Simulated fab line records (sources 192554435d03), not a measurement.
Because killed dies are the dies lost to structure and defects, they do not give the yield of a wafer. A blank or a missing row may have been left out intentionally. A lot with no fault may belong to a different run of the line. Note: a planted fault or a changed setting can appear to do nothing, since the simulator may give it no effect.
fab line records / flow n5-finfet
record: lots: 5 wafers: 15 last-day: 16
route steps=1938 shown BEOL_M7@1279 PASSIVATION@1936
lots that met no fault: taken from a fault-free run of the same line
start-h: start of the lot's first displayed wafer, in hours after the record's first day / wait-h: hours from the lot's prior step to this one / " the same as in the row above / L1.1+2: one row covering several wafers at once / - value missing, or start not given / * or withheld: withheld / < > ~ a bound
route shown NAME@n: a module of which the file shows steps, and the number in the route of the first / usual: mean/standard deviation of fault-free wafers / same: alike in all rows / chamber/n: place in a boat / sites: each site's reading / _std_site: how widely they spread, as a standard deviation / _edge_site: the outer-site mean with the inner-site mean subtracted / radius-mm: how far each site lies from the wafer's centre / mask NAME#n: copy n / behind: tool/chamber where the wafer was last shaped / hold: why the lot was held/for how many hours/how that ended / device: which transistor (n, p or np) failed to switch / end of line: at the end of the route, the tests of the same wafers / where a step has no rows: the recipe by itself / killed: the dies lost at the first sort to structure and to defects; this is not the yield of the wafer / map: dies across one wafer; x = killed, . = not, _ = none there
set.NAME: the setting the step ran with; set.NAME@STEP: the setting that earlier step ran with / model.NAME: the simulator's own value behind a step, which no gauge read
certain route steps with their lots: each step a table, each wafer a row
services: when a tool's chamber went out of use (start-h, in hours from the record's first day, below 0 if earlier), for how many hours, and the reason
== steps ==
step: N5_BEOL_M7_DESCUM_16
recipe: chemistry: O2 time-s: 7.9 source-power-w: 50 bias-power-w: 20 pressure-mtorr: 20 rf-frequency-hz: 2.712e+07 temp-c: 40 resist: CAR-ArF o2-flow-sccm: 225
step: N5_BEOL_M7_ETCH_61
recipe: chemistry: CF4 target: SiARC target-depth-a: 455 mask-material: CAR-ArF time-s: 75.8 ion-energy-ev: 80 pressure-mtorr: 40 source-w: 545 bias-w: 36 Ar_flow_sccm: 100 cf4-flow-sccm: 100 ends: cleared
step: N5_BEOL_M7_ETCH_62
recipe: chemistry: N2/H2 target: SOC target-depth-a: 1100 overetch-a: 220 mask-material: SiARC temp-c: 40 time-s: 165 ion-energy-ev: 200 pressure-mtorr: 30 source-w: 840 bias-w: 150 n2-flow-sccm: 200 h2-flow-sccm: 200
step: N5_BEOL_M7_STRIP_68
recipe: chemistry: N2/H2 temp-c: 40 n2-flow-sccm: 200 h2-flow-sccm: 200 rf-frequency-hz: 6e+07
step: N5_BEOL_M7_STRIP_67
recipe: chemistry: CF4 resist: SiARC power-w: 300 bias-power-w: 75 pressure-mtorr: 50 cf4-flow-sccm: 150 rf-frequency-hz: 6e+07
step: N5_BEOL_M7_HM_OPEN_17
recipe: chemistry: Cl2/BCl3 target-depth-a: 200 overetch-a: 60 target: TiN mask-material: SOC ion-energy-ev: 150 pressure-mtorr: 10 icp-w: 1000 bias-w: 126 Cl2_flow_sccm: 53.25 bcl3-flow-sccm: 21.75 Ar_flow_sccm: 25
step: N5_BEOL_M7_STRIP_19
recipe: chemistry: O2 power-w: 400 temp-c: 40 pressure-mtorr: 30 rf-frequency-hz: 6e+07 bias-power-w: 0 overash-fraction: 0.2 o2-flow-sccm: 225
step: N5_BEOL_M7_COAT_63
recipe: resist: SOC temp-c: 250 time-s: 60 spin-rpm: 1500 resist-thk-nm: 60
step: N5_BEOL_M7_COAT_64
recipe: resist: SiARC temp-c: 220 time-s: 60 spin-rpm: 1500 resist-thk-nm: 12
step: N5_BEOL_M7_COAT_71
recipe: resist: underlayer temp-c: 205 time-s: 60 spin-rpm: 1500 resist-thk-nm: 5
usual: spin-speed-rpm: 1499.8/0.91
same: time-s: 60
lot.wafer=L179.1 tool=litho-track-01 chamber=0 start-h=225.52 wait-h=- spin-speed-rpm=1554.6
lot.wafer=L179.4 tool=litho-track-01 chamber=0 start-h=225.52 wait-h=- spin-speed-rpm=1553.2
lot.wafer=L179.5 tool=litho-track-01 chamber=0 start-h=225.52 wait-h=- spin-speed-rpm=1553.8
lot.wafer=L180.3 tool=litho-track-01 chamber=0 start-h=233.25 wait-h=- spin-speed-rpm=1555.1
lot.wafer=L180.4 tool=litho-track-01 chamber=0 start-h=233.25 wait-h=- spin-speed-rpm=1554.1
lot.wafer=L180.5 tool=litho-track-01 chamber=0 start-h=233.25 wait-h=- spin-speed-rpm=1555.8
lot.wafer=L182.1 tool=litho-track-01 chamber=0 start-h=248.28 wait-h=- spin-speed-rpm=1554.7
lot.wafer=L182.3 tool=litho-track-01 chamber=0 start-h=248.28 wait-h=- spin-speed-rpm=1553.6
lot.wafer=L182.6 tool=litho-track-01 chamber=0 start-h=248.28 wait-h=- spin-speed-rpm=1554.0
lot.wafer=L190.1 tool=litho-track-02 chamber=0 start-h=295.48 wait-h=- spin-speed-rpm=1499.0
lot.wafer=L190.3 tool=litho-track-02 chamber=0 start-h=295.48 wait-h=- spin-speed-rpm=1499.4
lot.wafer=L190.6 tool=litho-track-02 chamber=0 start-h=295.48 wait-h=- spin-speed-rpm=1498.4
lot.wafer=L192.1 tool=litho-track-01 chamber=0 start-h=312.61 wait-h=- spin-speed-rpm=1500.5
lot.wafer=L192.3 tool=litho-track-01 chamber=0 start-h=312.61 wait-h=- spin-speed-rpm=1501.4
lot.wafer=L192.5 tool=litho-track-01 chamber=0 start-h=312.61 wait-h=- spin-speed-rpm=1500.5
step: N5_BEOL_M7_COAT_22
recipe: resist: CAR-EUV spin-rpm: 1500 resist-thk-nm: 30
step: N5_BEOL_M7_EBR_24
recipe: solvent: PGMEA ebr-width-mm: 1.5
step: N5_BEOL_M7_SOFTBAKE_23
recipe: temp-c: 110 time-s: 60 resist: CAR-EUV
step: N5_BEOL_M7_EXPOSE_25
recipe: mask-id: V6 na: 0.33 source-shape: annular sigma-inner: 0.4 sigma-outer: 0.8 polarization: unpolarized target-cd-nm: 40 dose-mj: 42.5
step: N5_BEOL_M7_PEB_26
recipe: peb-temp-c: 100 peb-time-s: 60 resist: CAR-EUV
step: N5_BEOL_M7_DEVELOP_27
recipe: develop-time-s: 30 developer: TMAH resist: CAR-EUV rinse-liquid: surfactant-rinse dry: air-spin dev-temp-c: 23
step: N5_BEOL_M7_DESCUM_33
recipe: chemistry: O2 time-s: 7 source-power-w: 50 bias-power-w: 20 pressure-mtorr: 20 rf-frequency-hz: 2.712e+07 temp-c: 40 resist: CAR-EUV o2-flow-sccm: 225
step: N5_BEOL_M7_ETCH_72
recipe: chemistry: N2/H2 target: underlayer target-depth-a: 65 mask-material: CAR-EUV time-s: 5.2 ion-energy-ev: 200 pressure-mtorr: 30 source-w: 840 bias-w: 150 n2-flow-sccm: 200 h2-flow-sccm: 200 ends: cleared
usual: drypump-motor-current-A: 5.5/0.42 etch-rf-on-time-s: 5.24/0.17 oes-product-au: 0.67/0.055 rf-fwd-power-W: 819.5/2.6 rf-vpp-V: 524.0/2.8 showerhead-plenum-p-Torr: 2.55/0.1 throttle-valve-pct: 17.79/0.22
lot.wafer=L179.1 tool=rie-diel-06 chamber=2 start-h=226.07 wait-h=0.0 drypump-motor-current-A=5.4 etch-rf-on-time-s=4.72 oes-product-au=0.71 rf-fwd-power-W=823.9 rf-hours-counter-h=105 rf-vpp-V=527.4 showerhead-plenum-p-Torr=2.67 throttle-valve-pct=17.76 model.etch.depth-nm=4.92
lot.wafer=L179.4 tool=rie-diel-06 chamber=3 start-h=226.07 wait-h=0.0 drypump-motor-current-A=5.9 etch-rf-on-time-s=4.99 oes-product-au=0.67 rf-fwd-power-W=823.0 rf-hours-counter-h=153 rf-vpp-V=517.2 showerhead-plenum-p-Torr=2.32 throttle-valve-pct=17.47 model.etch.depth-nm=4.91
lot.wafer=L179.5 tool=rie-diel-06 chamber=3 start-h=226.07 wait-h=0.0 drypump-motor-current-A=5.9 etch-rf-on-time-s=5.05 oes-product-au=0.67 rf-fwd-power-W=821.0 rf-hours-counter-h=- rf-vpp-V=518.7 showerhead-plenum-p-Torr=2.33 throttle-valve-pct=17.47 model.etch.depth-nm=4.919
lot.wafer=L180.3 tool=rie-diel-06 chamber=3 start-h=233.80 wait-h=0.0 drypump-motor-current-A=5.9 etch-rf-on-time-s=5.08 oes-product-au=0.67 rf-fwd-power-W=820.1 rf-hours-counter-h=155 rf-vpp-V=518.1 showerhead-plenum-p-Torr=2.32 throttle-valve-pct=17.46 model.etch.depth-nm=4.93
lot.wafer=L180.4 tool=rie-diel-06 chamber=2 start-h=233.80 wait-h=0.0 drypump-motor-current-A=5.4 etch-rf-on-time-s=4.69 oes-product-au=0.71 rf-fwd-power-W=819.4 rf-hours-counter-h=106 rf-vpp-V=527.7 showerhead-plenum-p-Torr=2.67 throttle-valve-pct=17.76 model.etch.depth-nm=4.912
lot.wafer=L180.5 tool=rie-diel-06 chamber=2 start-h=233.80 wait-h=0.0 drypump-motor-current-A=5.4 etch-rf-on-time-s=4.68 oes-product-au=0.71 rf-fwd-power-W=816.7 rf-hours-counter-h=- rf-vpp-V=526.7 showerhead-plenum-p-Torr=2.67 throttle-valve-pct=17.76 model.etch.depth-nm=4.92
lot.wafer=L182.1 tool=rie-diel-06 chamber=0 start-h=248.70 wait-h=0.0 drypump-motor-current-A=5.6 etch-rf-on-time-s=5.14 oes-product-au=0.75 rf-fwd-power-W=819.6 rf-hours-counter-h=35 rf-vpp-V=525.9 showerhead-plenum-p-Torr=2.59 throttle-valve-pct=17.56 model.etch.depth-nm=4.935
lot.wafer=L182.3 tool=rie-diel-06 chamber=3 start-h=248.70 wait-h=0.0 drypump-motor-current-A=5.9 etch-rf-on-time-s=5.05 oes-product-au=0.66 rf-fwd-power-W=821.5 rf-hours-counter-h=161 rf-vpp-V=518.3 showerhead-plenum-p-Torr=2.32 throttle-valve-pct=17.44 model.etch.depth-nm=4.916
lot.wafer=L182.6 tool=rie-diel-06 chamber=0 start-h=248.70 wait-h=0.0 drypump-motor-current-A=5.7 etch-rf-on-time-s=5.14 oes-product-au=0.76 rf-fwd-power-W=819.0 rf-hours-counter-h=- rf-vpp-V=526.4 showerhead-plenum-p-Torr=2.59 throttle-valve-pct=17.57 model.etch.depth-nm=4.923
lot.wafer=L190.1 tool=rie-diel-05 chamber=0 start-h=295.90 wait-h=0.0 drypump-motor-current-A=6.0 etch-rf-on-time-s=5.30 oes-product-au=0.67 rf-fwd-power-W=817.7 rf-hours-counter-h=104 rf-vpp-V=524.9 showerhead-plenum-p-Torr=2.57 throttle-valve-pct=17.77 model.etch.depth-nm=5.026
lot.wafer=L190.3 tool=rie-diel-05 chamber=1 start-h=295.90 wait-h=0.0 drypump-motor-current-A=5.8 etch-rf-on-time-s=5.22 oes-product-au=0.72 rf-fwd-power-W=819.7 rf-hours-counter-h=75 rf-vpp-V=523.8 showerhead-plenum-p-Torr=2.60 throttle-valve-pct=18.17 model.etch.depth-nm=5.012
lot.wafer=L190.6 tool=rie-diel-05 chamber=1 start-h=295.90 wait-h=0.0 drypump-motor-current-A=5.8 etch-rf-on-time-s=5.29 oes-product-au=0.70 rf-fwd-power-W=818.3 rf-hours-counter-h=- rf-vpp-V=526.1 showerhead-plenum-p-Torr=2.59 throttle-valve-pct=18.15 model.etch.depth-nm=5.006
lot.wafer=L192.1 tool=rie-diel-05 chamber=0 start-h=313.19 wait-h=0.0 drypump-motor-current-A=6.0 etch-rf-on-time-s=5.19 oes-product-au=0.67 rf-fwd-power-W=821.0 rf-hours-counter-h=110 rf-vpp-V=523.7 showerhead-plenum-p-Torr=2.57 throttle-valve-pct=17.80 model.etch.depth-nm=4.992
lot.wafer=L192.3 tool=rie-diel-05 chamber=2 start-h=313.19 wait-h=0.0 drypump-motor-current-A=5.1 etch-rf-on-time-s=5.16 oes-product-au=0.68 rf-fwd-power-W=818.9 rf-hours-counter-h=106 rf-vpp-V=524.4 showerhead-plenum-p-Torr=2.68 throttle-valve-pct=17.81 model.etch.depth-nm=4.993
lot.wafer=L192.5 tool=rie-diel-05 chamber=3 start-h=313.19 wait-h=0.0 drypump-motor-current-A=5.1 etch-rf-on-time-s=5.48 oes-product-au=0.67 rf-fwd-power-W=821.5 rf-hours-counter-h=- rf-vpp-V=525.5 showerhead-plenum-p-Torr=2.59 throttle-valve-pct=18.02 model.etch.depth-nm=4.993
step: N5_BEOL_M7_ETCH_65
recipe: chemistry: CF4 target: SiARC target-depth-a: 156 mask-material: CAR-EUV time-s: 26 ion-energy-ev: 80 pressure-mtorr: 40 source-w: 545 bias-w: 36 Ar_flow_sccm: 100 cf4-flow-sccm: 100 ends: cleared
step: N5_PASSIVATION_PROBE_49
usual: defect-limited-yield: 91.4/1.6 killed_at_M0_to_M3: 31/11 killed_at_M4_up: 14/5.7 killed-at-contacts: 12/6 killed-at-front-end: 41/13 killed-at-other: 3.3/2.8 killed-dies: 101/19 killed-on-rim: 13/3.9 killed-open: 67/14 killed-short: 33/8.2 sort_bin_4_leakage: 0.0/0.37 sort_bin_5_function: 5.0/1.1 sort_bin_6_memory: 3.3/0.74 sort-n-pass: 1078/20 sort-yield-pct: 91.3/1.7
same: gross-dies: 1180 killed-at-back-side: 0 sort_bin_8_speed[%]: 0
lot.wafer=L180.3 tool=prober-01 chamber=- start-h=307.78 wait-h=0.1 defect-limited-yield[%]=88.9 killed_at_M0_to_M3=46 killed_at_M4_up=11 killed-at-contacts=20 killed-at-front-end=47 killed-at-other=7 killed-dies=131 killed-on-rim=13 killed-open=95 killed-short=35 sort_bin_4_leakage[%]=0 sort_bin_5_function[%]=5.3 sort_bin_6_memory[%]=5.3 sort-n-pass=1049 sort-yield-pct[%]=88.9
lot.wafer=L180.4 tool=prober-01 chamber=- start-h=307.83 wait-h=0.2 defect-limited-yield[%]=90.4 killed_at_M0_to_M3=47 killed_at_M4_up=8 killed-at-contacts=17 killed-at-front-end=39 killed-at-other=2 killed-dies=113 killed-on-rim=16 killed-open=69 killed-short=38 sort_bin_4_leakage[%]=0 sort_bin_5_function[%]=5.7 sort_bin_6_memory[%]=3.3 sort-n-pass=1067 sort-yield-pct[%]=90.4
lot.wafer=L180.5 tool=prober-01 chamber=- start-h=307.88 wait-h=0.2 defect-limited-yield[%]=90.3 killed_at_M0_to_M3=49 killed_at_M4_up=13 killed-at-contacts=15 killed-at-front-end=35 killed-at-other=2 killed-dies=114 killed-on-rim=12 killed-open=70 killed-short=42 sort_bin_4_leakage[%]=0.2 sort_bin_5_function[%]=5.5 sort_bin_6_memory[%]=3.6 sort-n-pass=1064 sort-yield-pct[%]=90.2
lot.wafer=L190.1 tool=prober-02 chamber=- start-h=371.67 wait-h=0.0 defect-limited-yield[%]=92.5 killed_at_M0_to_M3=30 killed_at_M4_up=7 killed-at-contacts=17 killed-at-front-end=31 killed-at-other=3 killed-dies=88 killed-on-rim=13 killed-open=68 killed-short=17 sort_bin_4_leakage[%]=0 sort_bin_5_function[%]=4.1 sort_bin_6_memory[%]=3.1 sort-n-pass=1092 sort-yield-pct[%]=92.5
lot.wafer=L190.3 tool=prober-02 chamber=- start-h=371.77 wait-h=0.1 defect-limited-yield[%]=92.6 killed_at_M0_to_M3=33 killed_at_M4_up=16 killed-at-contacts=15 killed-at-front-end=23 killed-at-other=0 killed-dies=87 killed-on-rim=13 killed-open=60 killed-short=24 sort_bin_4_leakage[%]=0 sort_bin_5_function[%]=5.3 sort_bin_6_memory[%]=1.7 sort-n-pass=1093 sort-yield-pct[%]=92.6
lot.wafer=L190.6 tool=prober-02 chamber=- start-h=371.92 wait-h=0.3 defect-limited-yield[%]=92.0 killed_at_M0_to_M3=36 killed_at_M4_up=13 killed-at-contacts=12 killed-at-front-end=32 killed-at-other=1 killed-dies=94 killed-on-rim=10 killed-open=58 killed-short=29 sort_bin_4_leakage[%]=0 sort_bin_5_function[%]=4.2 sort_bin_6_memory[%]=3.0 sort-n-pass=1086 sort-yield-pct[%]=92.0
lot.wafer=L192.1 tool=prober-01 chamber=- start-h=392.01 wait-h=0.0 defect-limited-yield[%]=90.5 killed_at_M0_to_M3=18 killed_at_M4_up=10 killed-at-contacts=21 killed-at-front-end=56 killed-at-other=7 killed-dies=112 killed-on-rim=16 killed-open=70 killed-short=39 sort_bin_4_leakage[%]=0 sort_bin_5_function[%]=5.0 sort_bin_6_memory[%]=3.9 sort-n-pass=1068 sort-yield-pct[%]=90.5
lot.wafer=L192.3 tool=prober-01 chamber=- start-h=392.11 wait-h=0.1 defect-limited-yield[%]=86.8 killed_at_M0_to_M3=40 killed_at_M4_up=13 killed-at-contacts=16 killed-at-front-end=80 killed-at-other=7 killed-dies=156 killed-on-rim=24 killed-open=106 killed-short=41 sort_bin_4_leakage[%]=0 sort_bin_5_function[%]=7.5 sort_bin_6_memory[%]=5.2 sort-n-pass=1024 sort-yield-pct[%]=86.8
lot.wafer=L192.5 tool=prober-01 chamber=- start-h=392.21 wait-h=0.2 defect-limited-yield[%]=89.6 killed_at_M0_to_M3=36 killed_at_M4_up=16 killed-at-contacts=5 killed-at-front-end=62 killed-at-other=4 killed-dies=123 killed-on-rim=17 killed-open=78 killed-short=41 sort_bin_4_leakage[%]=0 sort_bin_5_function[%]=5.5 sort_bin_6_memory[%]=4.2 sort-n-pass=1057 sort-yield-pct[%]=89.6
killed by level:class
L180.3 MOL_CONTACT_COAG:geometric-particle:open=17 FIN_SAQP:geometric-particle:open=13 FIN_SAQP:geometric-particle:short=11 BEOL_M2:geometric-particle:open=11 BEOL_M0_SAQP:geometric-particle:open=9 BEOL_M3:geometric-particle:open=9 STI_FIN_REVEAL:geometric-particle:open=6 DUMMY_GATE:geometric-particle:open=5
L180.4 BEOL_M0_SAQP:geometric-particle:short=13 MOL_CONTACT_COAG:geometric-particle:open=12 BEOL_M2:geometric-particle:open=9 BEOL_M0_SAQP:geometric-particle:open=8 FIN_SAQP:geometric-particle:short=7 BEOL_M3:geometric-particle:open=6 STI_FIN_REVEAL:geometric-particle:open=5 MOL_CONTACT_COAG:geometric-particle:short=5
L180.5 BEOL_M0_SAQP:geometric-particle:short=14 MOL_CONTACT_COAG:geometric-particle:open=12 BEOL_M0_SAQP:geometric-particle:open=11 BEOL_M3:geometric-particle:open=7 FIN_SAQP:geometric-particle:short=6 FIN_SAQP:geometric-particle:open=6 GATE_CUT:geometric-particle:short=5 BEOL_M2:geometric-particle:open=5
L190.1 MOL_CONTACT_COAG:geometric-particle:open=13 FIN_SAQP:geometric-particle:open=11 BEOL_M3:geometric-particle:open=10 BEOL_M1:geometric-particle:open=6 BEOL_M2:geometric-particle:open=6 MOL_CONTACT_COAG:geometric-particle:short=4 BEOL_M1:geometric-particle:short=4 STI_FIN_REVEAL:geometric-particle:open=3
L190.3 MOL_CONTACT_COAG:geometric-particle:open=11 BEOL_M3:geometric-particle:open=9 BEOL_M2:geometric-particle:open=6 BEOL_M0_SAQP:geometric-particle:short=5 BEOL_M4:geometric-particle:open=5 DUMMY_GATE:geometric-particle:open=4 MOL_CONTACT_COAG:geometric-particle:short=4 BEOL_M1:geometric-particle:open=4
L190.6 BEOL_M0_SAQP:geometric-particle:open=11 BEOL_M0_SAQP:geometric-particle:short=11 STI_FIN_REVEAL:geometric-particle:open=8 MOL_CONTACT_COAG:geometric-particle:open=7 HKMG_FIN:area-etch=6 MOL_CONTACT_COAG:geometric-particle:short=5 BEOL_M1:geometric-particle:open=5 DUMMY_GATE:geometric-particle:open=4
L192.1 STI_FIN_REVEAL:geometric-particle:open=21 MOL_CONTACT_COAG:geometric-particle:open=13 MOL_CONTACT_COAG:geometric-particle:short=8 FIN_SAQP:geometric-particle:open=7 FIN_SAQP:geometric-particle:short=7 BEOL_M3:geometric-particle:open=6 DUMMY_GATE:geometric-particle:open=5 BEOL_M1:geometric-particle:short=4
L192.3 FIN_SAQP:geometric-particle:open=26 STI_FIN_REVEAL:geometric-particle:open=18 MOL_CONTACT_COAG:geometric-particle:open=15 FIN_SAQP:geometric-particle:short=9 BEOL_M2:geometric-particle:open=8 BEOL_M1:geometric-particle:open=7 BEOL_M0_SAQP:geometric-particle:short=7 BEOL_M3:geometric-particle:open=7
L192.5 STI_FIN_REVEAL:geometric-particle:open=18 FIN_SAQP:geometric-particle:short=10 BEOL_M3:geometric-particle:open=10 BEOL_M2:geometric-particle:open=9 FIN_SAQP:geometric-particle:open=7 GATE_CUT:geometric-particle:short=7 BEOL_M8:geometric-particle:open=5 STARTING-WAFER:geometric-particle:open=4
== services ==
tool=rie-diel-05 chamber=2 start-h=208.68 hours=3.8 kind=repair
tool=rie-diel-05 chamber=0 start-h=221.63 hours=2.8 kind=repair
tool=litho-track-02 chamber=- start-h=233.31 hours=- kind=consumable-replace:filter
tool=rie-diel-06 chamber=1 start-h=237.52 hours=- kind=clean
tool=rie-diel-06 chamber=1 start-h=237.52 hours=- kind=consumable-replace:focus-ring
tool=rie-diel-06 chamber=1 start-h=237.52 hours=21.4 kind=scheduled-down
tool=rie-diel-06 chamber=1 start-h=237.52 hours=21.4 kind=vent-cycle
tool=rie-diel-06 chamber=3 start-h=272.94 hours=8.2 kind=repair
tool=litho-track-01 chamber=- start-h=291.00 hours=- kind=consumable-replace:filter
tool=rie-diel-05 chamber=2 start-h=292.50 hours=6.9 kind=repair
== key ==
first-sign: step: N5_BEOL_M7_COAT_71 reading: spin-speed-rpm direction: up sigmas: 60 usual: * struck: *
effect none on later readings
model-effect: step: N5_BEOL_M7_ETCH_72 value: etch.depth-nm without: 5.008 struck: 4.921
met-at N5_BEOL_M7_COAT_71
struck-wafers L179.1,L179.4,L179.5,L180.3,L180.4,L180.5,L182.1,L182.3,L182.6
fault: kind: process-parameter-drift tool: litho-track-01 chamber: - onset-h: 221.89 steps: N5_BEOL_M7_COAT_71 channel: spin-rpm offset: * shape: step end-h: 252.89 acts-in: * stated: *
